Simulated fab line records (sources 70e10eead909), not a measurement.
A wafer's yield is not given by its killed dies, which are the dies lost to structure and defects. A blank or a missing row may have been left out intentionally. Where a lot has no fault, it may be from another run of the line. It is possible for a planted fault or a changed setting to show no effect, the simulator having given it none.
Which of the tools did it? | flow nand harc | 6 lots, 18 wafers sampled, at 4 steps of a route of 1159

== WHAT THE GAUGES SHOWED, per wafer ==
NHARC_END_SORT_01.
lot  | measured     | on        | killed short
L573 | day 21 11:10 | prober-01 | 2 3 3
L580 | day 23 16:34 | prober-02 | 3 3 1
L584 | day 24 05:08 | prober-01 | 1 0 1

== EACH LOT AND THE TOOL THAT RAN IT (in order: tool; ch and the chambers of the sampled wafers; start) ==
lot  | NHARC_A_CONTACT_ETCH_88            | NHARC_A_BLC_SOFTBAKE_05           | NHARC_A_BLC_DESCUM_15
L570 | rie diel-01 ch 0,1,3, day 17 10:50 | litho track-01 ch 0, day 17 15:00 | rie diel-09 ch 0,1,3, day 17 16:32
L571 | rie diel-08 ch 0,3, day 18 07:07   | litho track-04 ch 0, day 18 12:00 | rie diel-11 ch 1,2,3, day 18 13:27
L573 | rie diel-07 ch 1,2,3, day 19 05:16 | litho track-06 ch 0, day 19 14:00 | rie diel-09 ch 2,3, day 19 15:23
L580 | rie diel-01 ch 0,1,3, day 21 03:53 | litho track-06 ch 0, day 21 13:00 | rie diel-11 ch 0,1,3, day 21 13:50
L584 | rie diel-07 ch 0,3, day 21 17:40   | litho track-01 ch 0, day 22 01:00 | rie diel-09 ch 0,2, day 22 02:04
L587 | rie diel-07 ch 0,1,3, day 22 17:59 | litho track-04 ch 0, day 23 01:00 | rie diel-09 ch 1,2, day 23 01:41
- NHARC_A_CONTACT_ETCH_88: etches the open film in CF4, target depth 39 nm, time 65 s.
- NHARC_A_BLC_SOFTBAKE_05: time 55 s.
- NHARC_A_BLC_DESCUM_15: chemistry O2, time 3 s.

== THE ANSWER, worked out from the rows above alone ==
Rule: the usual values come from the lots themselves. Put in order of their means at a reading, lots are off if they are a third of the lots or fewer, leave a main group of 4 or more, and stand apart from it by a gap of 3 or more times the standard deviation of the main group's means; of several such gaps the widest counts. Not used: any main group whose means are identical at the precision the tables above print for the reading. A lot without any number at a reading at which 4 lots or more have one is off too. The other lots that the step has rows for count as sound.
No lot is off at any reading shown: from this, nothing can be told.

== WHAT THE SIMULATOR PUT IN ==
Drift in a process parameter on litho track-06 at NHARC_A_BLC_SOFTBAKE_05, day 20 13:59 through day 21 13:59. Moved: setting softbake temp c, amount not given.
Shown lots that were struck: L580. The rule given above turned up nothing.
